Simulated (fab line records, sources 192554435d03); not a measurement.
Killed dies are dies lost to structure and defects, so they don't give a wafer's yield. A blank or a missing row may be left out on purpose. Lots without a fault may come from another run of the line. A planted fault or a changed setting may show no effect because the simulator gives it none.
fab line records | flow n5_finfet
record lots=11 wafers=29 last_day=19
route steps=1938 shown BEOL_M0@726 BEOL_M4@1111 PAD_METAL@1896 PASSIVATION@1906
lots that met no fault: from a run of the same line without faults
start_h: hours from the record's first day to the start of the lot's first wafer shown | wait_h: hours since the lot's step before | " the same as in the row above | L1.1+2: a row that stands for several wafers | - no value, or no start given | * or withheld: withheld | < > ~ a bound
route shown NAME@n: a module of which the file shows steps, and the number in the route of the first | usual: mean/standard deviation of fault-free wafers | same: alike in all rows | chamber/n: place in a boat | sites: the reading at each site | _std_site: their standard deviation | _edge_site: outer sites' mean less inner sites' | radius_mm: how far each site lies from the wafer's centre | mask NAME#n: copy n | behind: the tool/chamber that last shaped the wafer | hold: why the lot was held/for how many hours/how that ended | device: the transistor (n, p or np) that didn't switch | end of line: the same wafers' tests at the end of the route | a step without rows: its recipe alone | killed: dies lost to structure and defects at the first sort, not the wafer's yield | map: a wafer's dies, x killed, . not, _ none there
set.NAME: the setting as run; set.NAME@STEP: as run at that earlier step | model.NAME: the simulator's own value behind a step, which no gauge read
steps of the route over a sample of lots; a table a step, a row a wafer
services: from which hour (start_h, from the record's first day; less than 0 if before it) a tool's chamber was out of use, for how many hours, and why
## steps
# step N5_BEOL_M0_ETCH_109
# recipe chemistry=CH3F/O2 target_depth_a=80 overetch_a=24 target=SiCN time_s=27.4 ion_energy_ev=120 pressure_mtorr=30 source_w=395 bias_w=75 Ar_flow_sccm=150 CH3F_flow_sccm=30 O2_flow_sccm=20
# usual bias_w=75.00/0.22 drypump_motor_current_A=5.6/0.48 oes_product_au=0.67/0.072 rf_vpp_V=297.9/1.7 showerhead_plenum_p_Torr=2.02/0.076 throttle_valve_pct=16.31/0.27
# columns lot.wafer tool chamber start_h wait_h bias_w drypump_motor_current_A oes_product_au rf_hours_counter_h rf_vpp_V showerhead_plenum_p_Torr throttle_valve_pct
L556.2 rie_diel-05 1 114.37 0.0 74.70 5.1 0.60 226 297.2 2.07 16.76
L556.3 " 0 " " 75.00 6.4 0.65 143 296.4 1.92 16.29
L556.6 " 0 " " 74.72 6.5 0.65 - 295.5 1.92 16.28
L557.1 rie_diel-06 3 125.77 0.0 75.32 6.0 0.68 103 299.2 2.10 16.36
L557.2 " 1 " " 75.12 5.8 0.67 125 295.9 1.94 16.38
L557.5 " 2 " " 75.15 5.0 0.62 - 296.6 1.97 16.00
L560.1 rie_diel-05 3 140.77 1.9 75.15 5.6 0.57 211 298.6 2.05 16.59
L560.3 " 2 " " 74.77 5.2 0.79 5 299.4 2.12 15.81
L560.6 " 0 " " 74.50 6.4 0.61 - 294.1 1.92 16.31
L561.3 rie_diel-05 2 144.46 0.0 75.55 5.2 0.80 6 300.8 2.12 15.82
L561.4 " 0 " " 75.11 6.4 0.61 156 295.0 1.92 16.31
L561.6 " 0 " " 75.19 6.4 0.62 - 296.0 1.92 16.31
L564.1 rie_diel-05 0 161.36 0.0 74.76 6.5 0.62 157 295.6 1.92 16.31
L564.2 " 2 " " 75.05 5.2 0.79 11 300.3 2.12 15.82
L564.5 " 0 " " 74.98 6.4 0.62 - 295.4 1.92 16.31
L568.3 rie_diel-06 3 223.97 0.0 75.16 6.0 0.65 138 300.2 2.09 16.43
L568.4 " 0 " " 75.34 5.8 0.75 - 299.9 2.13 16.32
L568.6 " 3 " " 75.25 6.0 0.66 - 298.8 2.09 16.43
L572.3 rie_diel-06 1 228.78 0.4 75.10 5.8 0.64 157 297.1 1.92 16.42
L572.4 " 0 " " 75.13 5.8 0.75 - 300.6 2.12 16.32
L572.6 " 3 " " 74.98 6.0 0.67 - 299.7 2.09 16.43
L575.1 rie_diel-06 3 249.52 0.9 74.72 6.0 0.65 149 300.5 2.08 16.45
L575.5 " 1 " " 75.25 5.8 0.64 - 297.2 1.92 16.44
L573.2 rie_diel-05 1 253.72 0.5 74.62 5.1 0.77 25 298.1 2.06 16.40
L573.4 " 2 " " 74.95 5.2 0.77 - 299.7 2.11 15.86
L578.1 rie_diel-04 0 256.60 0.0 75.07 4.7 0.67 106 297.7 2.01 16.14
L578.3 " 2 " " 75.25 5.8 0.66 111 296.7 2.02 16.46
L579.2 rie_diel-05 0 268.97 0.4 74.98 6.4 0.61 203 296.6 1.90 16.40
L579.3 " 3 " " 74.99 5.6 0.80 4 298.7 2.03 16.14
# step N5_BEOL_M4_RC_MEAS_101
# usual DIBL_N=37.2/2.1 DIBL_P=37.3/2.3 IOFF_N=0.18/0.041 IOFF_P=0.24/0.042 ION_N=680/13 ION_P=466/7.7 SS_N=71.8/0.68 SS_P=73.5/0.66 VT_N=249/3.6 VT_P=-248/3.4
# columns lot.wafer tool chamber start_h wait_h DIBL_N[mV/V] DIBL_P[mV/V] IOFF_N[nA/um] IOFF_P[nA/um] ION_N[uA/um] ION_P[uA/um] SS_N[mV/dec] SS_P[mV/dec] VT_N[mV] VT_P[mV]
L556.2 prober-02 0 176.10 0.2 36.9 36.3 0.16 0.22 673 467 71.0 72.9 248 -250
L556.3 " 0 " " 36.9 36.9 0.16 0.22 670 467 71.6 73.0 247 -248
L556.6 " 0 " " 37.2 37.8 0.18 0.23 678 466 71.7 73.3 249 -248
L557.1 prober-01 0 185.02 0.0 34.4 34.0 0.15 0.20 677 472 70.9 73.2 249 -249
L557.2 " 0 " " 33.4 33.2 0.13 0.17 665 455 70.7 73.0 250 -254
L557.5 " 0 " " 35.9 36.3 0.18 0.23 684 463 71.7 73.2 245 -247
L568.3 prober-01 0 262.26 0.5 42.6 43.0 0.30 0.35 715 480 72.6 74.8 241 -246
L568.4 " 0 " " 39.3 38.8 0.20 0.26 678 464 72.6 73.9 249 -251
L568.6 " 0 " " 40.7 41.2 0.24 0.31 700 470 72.9 74.8 244 -248
L572.3 prober-02 0 271.24 0.3 34.8 34.9 0.13 0.19 678 467 71.0 72.9 255 -248
L572.4 " 0 " " 36.9 38.3 0.16 0.25 687 475 71.2 73.7 251 -245
L572.6 " 0 " " 35.8 37.3 0.15 0.23 685 470 71.2 72.9 252 -249
L573.2 prober-01 0 305.43 0.2 39.4 40.3 0.22 0.30 684 479 73.5 74.3 247 -246
L573.4 " 0 " " 39.5 40.7 0.21 0.31 675 470 72.4 74.2 250 -244
L575.1 prober-01 0 308.36 0.4 37.3 36.5 0.15 0.20 673 461 71.4 73.8 254 -255
L575.5 " 0 " " 39.4 38.5 0.18 0.23 673 456 72.3 74.2 254 -252
L578.1 prober-01 0 332.36 0.0 33.0 34.6 0.12 0.19 675 472 70.5 72.3 250 -252
L578.3 " 0 " " 34.9 36.7 0.14 0.23 666 466 71.6 72.7 252 -248
L579.2 prober-02 0 336.04 0.2 37.5 36.9 0.18 0.25 675 466 72.0 73.6 251 -249
L579.3 " 0 " " 38.1 37.8 0.20 0.27 677 463 72.2 74.2 248 -245
# step N5_PASSIVATION_AL_DEP_21
# recipe material=Al target_thk_a=28000 temp_c=400 time_s=170 power_w=30000 chamber_pressure_pa=0.4 gas=Ar
# usual throttle_valve_pct=30.3/1.2
# columns lot.wafer tool chamber start_h wait_h throttle_valve_pct
L556.2 pvd_sputter-03 - 289.23 0.1 30.5
L556.3 " - " " 31.0
L556.6 " - " " 31.2
L557.1 pvd_sputter-03 - 297.10 0.1 32.7
L557.2 " - " " 30.3
L557.5 " - " " 30.4
L568.3 pvd_sputter-02 - 367.51 0.1 28.7
L568.4 " - " " 28.9
L568.6 " - " " 29.4
L572.3 pvd_sputter-03 - 381.34 0.1 29.3
L572.4 " - " " 32.6
L572.6 " - " " 31.3
L573.2 pvd_sputter-02 - 403.34 0.1 28.6
L573.4 " - " " 29.4
L575.1 pvd_sputter-01 - 416.92 0.1 30.9
L575.5 " - " " 29.9
L579.2 pvd_sputter-01 - 440.30 0.1 31.2
L579.3 " - " " 29.8
L578.1 pvd_sputter-02 - 440.41 0.1 29.1
L578.3 " - " " 29.1
# step N5_PASSIVATION_OVL_MEAS_63
# recipe points_per_wafer=44
# usual PAD_OVL=-1/4.8
# columns lot.wafer tool chamber start_h wait_h PAD_OVL[nm]
L556.2 overlay-01 0 289.73 0.0 -7
L556.3 " 0 " " 8
L556.6 " 0 " " 1
L557.1 overlay-01 0 297.60 0.0 9
L557.2 " 0 " " 5
L557.5 " 0 " " 1
L568.3 overlay-01 0 368.02 0.0 -5
L568.4 " 0 " " -9
L568.6 " 0 " " -10
L572.3 overlay-01 0 381.96 0.0 -7
L572.4 " 0 " " 0
L572.6 " 0 " " -2
L573.2 overlay-02 0 403.85 0.0 -2
L573.4 " 0 " " 0
L575.1 overlay-01 0 417.55 0.0 4
L575.5 " 0 " " 8
L579.2 overlay-02 0 440.80 0.0 5
L579.3 " 0 " " -3
L578.1 overlay-02 0 441.04 0.0 -10
L578.3 " 0 " " -5
# step N5_PASSIVATION_ETCH_54
# recipe chemistry=CHF3/O2 target=SiO2 target_depth_a=8800 CHF3_flow_sccm=50 O2_flow_sccm=5 Ar_flow_sccm=200 time_s=440 mask_material=PR pressure_mtorr=30 source_w=650 bias_w=170 ion_energy_ev=200
# usual bias_w=170.0/0.48 drypump_motor_current_A=5.6/0.49 oes_product_au=0.78/0.075 rf_vpp_V=531/13 showerhead_plenum_p_Torr=2.41/0.082 throttle_valve_pct=18.80/0.28
# columns lot.wafer tool chamber start_h wait_h bias_w drypump_motor_current_A oes_product_au rf_hours_counter_h rf_vpp_V showerhead_plenum_p_Torr throttle_valve_pct
L556.2 rie_diel-04 3 292.01 0.1 170.7 5.8 0.74 196 522 2.30 19.07
L556.3 " 0 " " 170.2 4.7 0.78 118 546 2.42 18.66
L556.6 " 0 " " 170.1 4.8 0.79 - 548 2.42 18.63
L557.1 rie_diel-06 3 300.42 0.1 170.1 6.0 0.75 165 517 2.50 18.96
L557.2 " 0 " " 170.0 5.8 0.84 72 507 2.55 18.91
L557.5 " 2 " " 169.1 4.9 0.93 - 533 2.35 18.10
L568.3 rie_diel-04 0 370.74 0.1 170.2 4.8 0.76 147 549 2.41 18.70
L568.4 " 1 " " 170.0 5.9 0.69 239 545 2.46 18.64
L568.6 " 1 " " 170.0 5.9 0.68 - 545 2.46 18.66
L572.3 rie_diel-05 0 384.90 0.1 169.0 6.5 0.70 242 515 2.29 18.95
L572.4 " 3 " " 169.8 5.6 0.85 42 526 2.43 18.74
L572.6 " 2 " " 169.9 5.2 0.84 - 521 2.52 18.45
L573.2 rie_diel-04 2 406.13 0.1 170.0 5.8 0.74 163 535 2.41 19.05
L573.4 " 2 " " 170.3 5.8 0.74 - 535 2.41 19.04
L575.1 rie_diel-04 3 420.00 0.1 169.2 5.8 0.71 246 522 2.28 19.16
L575.5 " 3 " " 170.6 5.8 0.71 - 522 2.28 19.15
L579.2 rie_diel-04 1 447.12 0.1 170.0 5.9 0.94 13 543 2.45 18.26
L579.3 " 2 " " 169.8 5.8 0.72 186 535 2.41 19.09
L578.1 rie_diel-05 1 447.22 0.1 169.5 5.1 0.80 101 543 2.45 19.06
L578.3 " 2 " " 170.2 5.2 0.80 108 519 2.51 18.48
# step N5_PASSIVATION_PROBE_49
# usual defect_limited_yield=91.0/1.6 killed_at_M0_to_M3=35/11 killed_at_M4_up=14/5.3 killed_at_contacts=13/6.7 killed_at_front_end=41/12 killed_at_other=3.9/2.7 killed_dies=106/19 killed_on_rim=14/4 killed_open=70/14 killed_short=35/8.8 sort_bin_4_leakage=0.01/0.058 sort_bin_5_function=5.3/1 sort_bin_6_memory=3.3/0.81 sort_n_pass=1073/19 sort_yield_pct=91.0/1.6
# same gross_dies=1180 killed_at_back_side=0 sort_bin_8_speed[%]=0
# columns lot.wafer tool chamber start_h wait_h defect_limited_yield[%] killed_at_M0_to_M3 killed_at_M4_up killed_at_contacts killed_at_front_end killed_at_other killed_dies killed_on_rim killed_open killed_short sort_bin_4_leakage[%] sort_bin_5_function[%] sort_bin_6_memory[%] sort_n_pass sort_yield_pct[%]
L556.2 prober-02 - 294.85 0.1 91.1 32 24 14 30 5 105 12 78 21 0 5.3 3.1 1075 91.1
L556.3 prober-02 - 294.90 0.1 90.6 29 22 12 45 3 111 15 78 28 0 4.8 4.2 1069 90.6
L556.6 prober-02 - 295.05 0.3 92.8 28 13 16 26 2 85 11 59 21 0 4.2 2.7 1095 92.8
L557.1 prober-02 - 303.23 0.0 91.2 33 10 20 36 5 104 13 71 31 0 4.9 3.6 1076 91.2
L557.2 prober-02 - 303.28 0.1 90.8 18 19 14 53 5 109 13 64 36 0 4.5 3.7 1071 90.8
L557.5 prober-02 - 303.43 0.2 90.6 16 12 15 63 5 111 12 73 36 0 5.7 3.5 1069 90.6
L560.1 prober-01 - 319.03 0.0 0.2 1127 16 8 20 7 1178 152 47 24 0 97.0 2.7 2 0.2
L560.3 prober-01 - 319.13 0.1 0.6 1110 13 10 37 3 1173 152 60 40 0 96.4 2.8 7 0.6
L560.6 prober-01 - 319.28 0.3 0 1126 13 10 30 1 1180 152 55 32 0 97.4 2.4 0 0
L561.3 prober-02 - 319.75 0.1 1.9 1111 9 14 22 1 1157 152 65 28 0 95.4 2.5 23 1.9
L561.4 prober-02 - 319.80 0.2 0 1124 6 23 22 5 1180 152 87 22 0 95.6 4.3 0 0
L561.6 prober-02 - 319.90 0.3 0.1 1130 11 5 33 0 1179 152 51 42 0 96.3 3.3 1 0.1
L564.1 prober-02 - 325.83 0.0 0.1 1080 14 16 66 3 1179 151 66 54 0 94.7 4.5 1 0.1
L564.2 prober-02 - 325.88 0.1 5.0 1025 12 17 55 12 1121 152 69 49 0 91.1 3.6 59 5.0
L564.5 prober-02 - 326.03 0.2 0 1091 12 17 56 4 1180 152 64 47 0 95.8 3.6 0 0
L572.3 prober-01 - 387.78 0.1 92.6 23 21 11 27 5 87 10 64 23 0 4.2 3.0 1093 92.6
L572.4 prober-01 - 387.83 0.2 90.4 41 16 15 29 12 113 10 83 29 0 5.3 4.1 1067 90.4
L572.6 prober-01 - 387.93 0.3 93.1 19 5 15 39 4 82 10 61 21 0 3.7 2.9 1098 93.1
L573.2 prober-02 - 409.00 0.1 87.6 59 10 15 62 0 146 16 96 49 0 6.7 5.3 1034 87.6
L573.4 prober-02 - 409.10 0.2 89.2 37 11 8 70 2 128 16 75 52 0 5.8 3.7 1052 89.2
# killed by level:class
L556.2 BEOL_M2:geometric_particle:open=15 MOL_CONTACT_COAG:geometric_particle:open=12 BEOL_M4:geometric_particle:open=9 FIN_SAQP:geometric_particle:open=7 BEOL_M0_SAQP:geometric_particle:open=7 STARTING-WAFER:geometric_particle:open=7 BEOL_M0_SAQP:geometric_particle:short=4 BEOL_M5:geometric_particle:open=4
L556.3 MOL_CONTACT_COAG:geometric_particle:open=12 FIN_SAQP:geometric_particle:open=11 STI_FIN_REVEAL:geometric_particle:open=10 BEOL_M4:geometric_particle:open=10 BEOL_M2:geometric_particle:open=9 BEOL_M0_SAQP:geometric_particle:short=7 BEOL_M0_SAQP:geometric_particle:open=6 FIN_SAQP:geometric_particle:short=5
L556.6 MOL_CONTACT_COAG:geometric_particle:open=11 BEOL_M0_SAQP:geometric_particle:open=10 FIN_SAQP:geometric_particle:open=6 BEOL_M1:geometric_particle:open=6 FIN_SAQP:geometric_particle:short=5 STI_FIN_REVEAL:geometric_particle:open=5 MOL_CONTACT_COAG:geometric_particle:short=5 BEOL_M5:geometric_particle:open=3
L557.1 MOL_CONTACT_COAG:geometric_particle:open=17 FIN_SAQP:geometric_particle:open=9 BEOL_M0_SAQP:geometric_particle:short=9 GATE_CUT:geometric_particle:short=7 BEOL_M1:geometric_particle:open=7 BEOL_M0_SAQP:geometric_particle:open=6 BEOL_M2:geometric_particle:open=6 FIN_SAQP:geometric_particle:short=4
L557.2 MOL_CONTACT_COAG:geometric_particle:open=12 BEOL_M4:geometric_particle:open=11 FIN_SAQP:geometric_particle:open=10 FIN_SAQP:geometric_particle:short=8 DUMMY_GATE:geometric_particle:open=7 HKMG_FIN:area_etch=7 BEOL_M0_SAQP:geometric_particle:open=6 STI_FIN_REVEAL:geometric_particle:short=4
L557.5 STI_FIN_REVEAL:geometric_particle:open=19 MOL_CONTACT_COAG:geometric_particle:open=11 FIN_SAQP:geometric_particle:open=9 FIN_SAQP:geometric_particle:short=8 BEOL_M2:geometric_particle:open=5 BEOL_M0_SAQP:geometric_particle:open=5 STI_FIN_REVEAL:geometric_particle:short=4 MOL_CONTACT_COAG:geometric_particle:short=4
L560.1 BEOL_M0:area_etch=1104 BEOL_M4:geometric_particle:open=9 MOL_CONTACT_COAG:geometric_particle:open=8 BEOL_M0_SAQP:geometric_particle:open=8 BEOL_M0_SAQP:geometric_particle:short=7 FIN_SAQP:geometric_particle:short=5 FIN_SAQP:geometric_particle:open=4 STI_FIN_REVEAL:geometric_particle:open=3
L560.3 BEOL_M0:area_etch=1072 BEOL_M0_SAQP:geometric_particle:open=11 FIN_SAQP:geometric_particle:open=9 BEOL_M0_SAQP:geometric_particle:short=9 MOL_CONTACT_COAG:geometric_particle:open=7 FIN_SAQP:geometric_particle:short=6 BEOL_M3:geometric_particle:open=6 STI_FIN_REVEAL:geometric_particle:open=5
L560.6 BEOL_M0:area_etch=1091 BEOL_M0_SAQP:geometric_particle:short=10 BEOL_M3:geometric_particle:open=8 FIN_SAQP:geometric_particle:open=7 MOL_CONTACT_COAG:geometric_particle:open=7 BEOL_M0_SAQP:geometric_particle:open=7 BEOL_M4:geometric_particle:open=7 FIN_SAQP:geometric_particle:short=6
L561.3 BEOL_M0:area_etch=1064 MOL_CONTACT_COAG:geometric_particle:open=12 BEOL_M0_SAQP:geometric_particle:open=9 BEOL_M1:geometric_particle:short=9 BEOL_M1:geometric_particle:open=7 BEOL_M3:geometric_particle:open=7 BEOL_M0_SAQP:geometric_particle:short=6 SDB:geometric_particle:open=4
L561.4 BEOL_M0:area_etch=1071 MOL_CONTACT_COAG:geometric_particle:open=23 BEOL_M3:geometric_particle:open=16 BEOL_M0_SAQP:geometric_particle:open=10 BEOL_M0_SAQP:geometric_particle:short=8 BEOL_M1:geometric_particle:open=7 FIN_SAQP:geometric_particle:open=6 BEOL_M3:geometric_particle:short=6
L561.6 BEOL_M0:area_etch=1086 BEOL_M0_SAQP:geometric_particle:short=10 FIN_SAQP:geometric_particle:open=8 BEOL_M0_SAQP:geometric_particle:open=7 FIN_SAQP:geometric_particle:short=6 BEOL_M3:geometric_particle:open=6 DUMMY_GATE:geometric_particle:open=5 BEOL_M1:geometric_particle:open=5
L564.1 BEOL_M0:area_etch=1055 STI_FIN_REVEAL:geometric_particle:open=15 MOL_CONTACT_COAG:geometric_particle:open=12 FIN_SAQP:geometric_particle:short=11 GATE_CUT:geometric_particle:short=11 FIN_SAQP:geometric_particle:open=10 BEOL_M0_SAQP:geometric_particle:short=8 BEOL_M0_SAQP:geometric_particle:open=6
L564.2 BEOL_M0:area_etch=1002 MOL_CONTACT_COAG:geometric_particle:open=13 FIN_SAQP:geometric_particle:short=10 FIN_SAQP:geometric_particle:open=9 STI_FIN_REVEAL:geometric_particle:open=9 GATE_CUT:geometric_particle:short=9 BEOL_M0_SAQP:geometric_particle:open=7 BEOL_M0_SAQP:geometric_particle:short=6
L564.5 BEOL_M0:area_etch=1068 MOL_CONTACT_COAG:geometric_particle:open=14 FIN_SAQP:geometric_particle:open=10 GATE_CUT:geometric_particle:short=9 FIN_SAQP:geometric_particle:short=8 DUMMY_GATE:geometric_particle:open=6 BEOL_M0_SAQP:geometric_particle:short=6 BEOL_M3:geometric_particle:open=6
L572.3 BEOL_M0_SAQP:geometric_particle:open=11 BEOL_M4:geometric_particle:open=10 MOL_CONTACT_COAG:geometric_particle:open=9 STI_FIN_REVEAL:geometric_particle:open=7 FIN_SAQP:geometric_particle:short=4 ILD0:geometric_particle:short=4 BEOL_M0_SAQP:geometric_particle:short=4 BEOL_M0:geometric_particle:open=3
L572.4 MOL_CONTACT_COAG:geometric_particle:open=14 BEOL_M0_SAQP:geometric_particle:open=10 BEOL_M1:geometric_particle:open=9 BEOL_M0_SAQP:geometric_particle:short=8 BEOL_M4:geometric_particle:open=6 FIN_SAQP:geometric_particle:open=5 STI_FIN_REVEAL:geometric_particle:open=5 FIN_SAQP:geometric_particle:short=4
L572.6 MOL_CONTACT_COAG:geometric_particle:open=13 STI_FIN_REVEAL:geometric_particle:open=11 FIN_SAQP:geometric_particle:open=6 DUMMY_GATE:geometric_particle:open=5 GATE_CUT:geometric_particle:short=5 BEOL_M0_SAQP:geometric_particle:short=5 BEOL_M1:geometric_particle:open=5 ILD0:geometric_particle:open=3
L573.2 STI_FIN_REVEAL:geometric_particle:open=22 BEOL_M0_SAQP:geometric_particle:short=16 BEOL_M0_SAQP:geometric_particle:open=13 FIN_SAQP:geometric_particle:open=11 BEOL_M1:geometric_particle:open=10 FIN_SAQP:geometric_particle:short=9 MOL_CONTACT_COAG:geometric_particle:open=9 BEOL_M2:geometric_particle:open=8
L573.4 FIN_SAQP:geometric_particle:short=22 STI_FIN_REVEAL:geometric_particle:open=19 FIN_SAQP:geometric_particle:open=9 BEOL_M0_SAQP:geometric_particle:open=9 BEOL_M0_SAQP:geometric_particle:short=9 BEOL_M2:geometric_particle:open=6 MOL_CONTACT_COAG:geometric_particle:open=5 BEOL_M3:geometric_particle:open=5
## services
# columns tool chamber start_h hours kind
rie_diel-04 1 106.99 5.1 repair
rie_diel-05 0 147.50 7.9 repair
rie_diel-04 2 158.73 9.8 repair
rie_diel-05 2 186.93 18.4 repair
pvd_sputter-02 - 189.66 6.6 repair
rie_diel-06 1 194.90 14.0 repair
rie_diel-04 2 221.50 5.6 repair
rie_diel-04 2 227.60 7.5 repair
rie_diel-04 - 246.59 4.3 pm
rie_diel-04 3 270.27 1.4 repair
rie_diel-05 1 276.52 6.8 repair
pvd_sputter-03 - 294.50 0.8 repair
rie_diel-05 2 314.84 9.9 repair
rie_diel-04 - 349.59 0.2 repair
rie_diel-04 1 363.68 6.5 repair
pvd_sputter-03 - 376.74 2.5 repair
rie_diel-05 3 386.33 11.0 repair
rie_diel-06 3 389.38 10.4 repair
pvd_sputter-01 - 396.40 1.4 repair
pvd_sputter-02 - 410.52 0.9 repair
pvd_sputter-02 - 415.84 1.9 repair
pvd_sputter-01 - 421.49 1.7 repair
rie_diel-04 - 424.54 2.8 pm
pvd_sputter-03 - 432.98 1.1 repair
## key
first_sign step=N5_PASSIVATION_PROBE_49 reading=killed_at_M0_to_M3 direction=up sigmas=94 usual=35 struck=1103
effect step=N5_PASSIVATION_PROBE_49 reading=sort_bin_5_function direction=up sigmas=90 usual=5.3 struck=95.5
more_kills_born_at N5_BEOL_M0_ETCH_109@rie_diel-05=9613
met_at N5_BEOL_M0_ETCH_109
struck_lots L560,L561,L564
later_rows_left_out L560.1,L560.3,L560.6,L561.3,L561.4,L561.6,L564.1,L564.2,L564.5
not_acting_at N5_PASSIVATION_AL_DEP_21,N5_PASSIVATION_OVL_MEAS_63,N5_PASSIVATION_ETCH_54
onset_between 114.37 140.77
fault kind=process_parameter_drift tool=rie_diel-05 chamber=- onset_h=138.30 steps=N5_BEOL_M0_ETCH_109 channel=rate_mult offset=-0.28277 shape=step end_h=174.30
# later_rows_left_out: the simulator's readings of these wafers behind a module that went badly wrong aren't trusted and aren't shown, but for the sort
